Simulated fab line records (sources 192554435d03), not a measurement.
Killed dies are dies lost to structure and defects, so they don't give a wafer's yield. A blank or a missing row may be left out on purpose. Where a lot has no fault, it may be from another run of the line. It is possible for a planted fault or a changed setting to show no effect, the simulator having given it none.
The same fault as seen by 2 desks | flow n5 finfet | numbers are kept per desk, each desk with only its own; the story behind them comes last

## FROM THE METROLOGY DESK
Means of the sampled wafers that have a number, per lot and without regard to the tool the lot ran on: this is what the gauges read. Any lot whose mean is over 4 standard deviations away from the usual mean is out of limits and marked OUT; that distance is given in the brackets.
Columns: A = cd nm at N5_BEOL_M8_CD_MEAS_35, usual 40.0 nm
lot  | first seen here | A
L124 | day 9 03:16     | 40.1
L123 | day 9 03:47     | 40.2
L125 | day 9 19:37     | 40.8
L126 | day 10 02:09    | 40.0
L127 | day 10 08:00    | 39.8
L131 | day 10 23:43    | 40.5
L130 | day 11 00:07    | 39.9
L134 | day 12 05:08    | 39.4
L136 | day 12 14:20    | 39.2
L139 | day 13 03:50    | 39.2
L137 | day 13 03:55    | 40.2
This desk's finding: nothing out of limits on any of the 11 lots.

## FOR THE TOOL OWNER'S DESK: arfi scanner-03
The tool's own readings at N5_BEOL_M8_EXPOSE_08 (exposes mask M8): means of the sampled wafers that have a number, for each lot that ran on this tool. Any lot whose mean is over 4 standard deviations away from the usual mean is out of limits and marked OUT; that distance is given in the brackets.
Columns: A = focus offset nm at N5_BEOL_M8_EXPOSE_08, usual -0.1 nm
lot  | first seen here | A
L134 | day 11 23:59    | -0.2
L136 | day 12 12:22    | 0.4
L139 | day 13 01:56    | -0.3
This desk's finding: nothing out of limits on any of the 3 lots.

## BROUGHT TOGETHER
Metrology desk: nothing out of limits seen.
Nothing out of limits was seen by the tool owner's desk.

## WHAT THE SIMULATOR PUT IN
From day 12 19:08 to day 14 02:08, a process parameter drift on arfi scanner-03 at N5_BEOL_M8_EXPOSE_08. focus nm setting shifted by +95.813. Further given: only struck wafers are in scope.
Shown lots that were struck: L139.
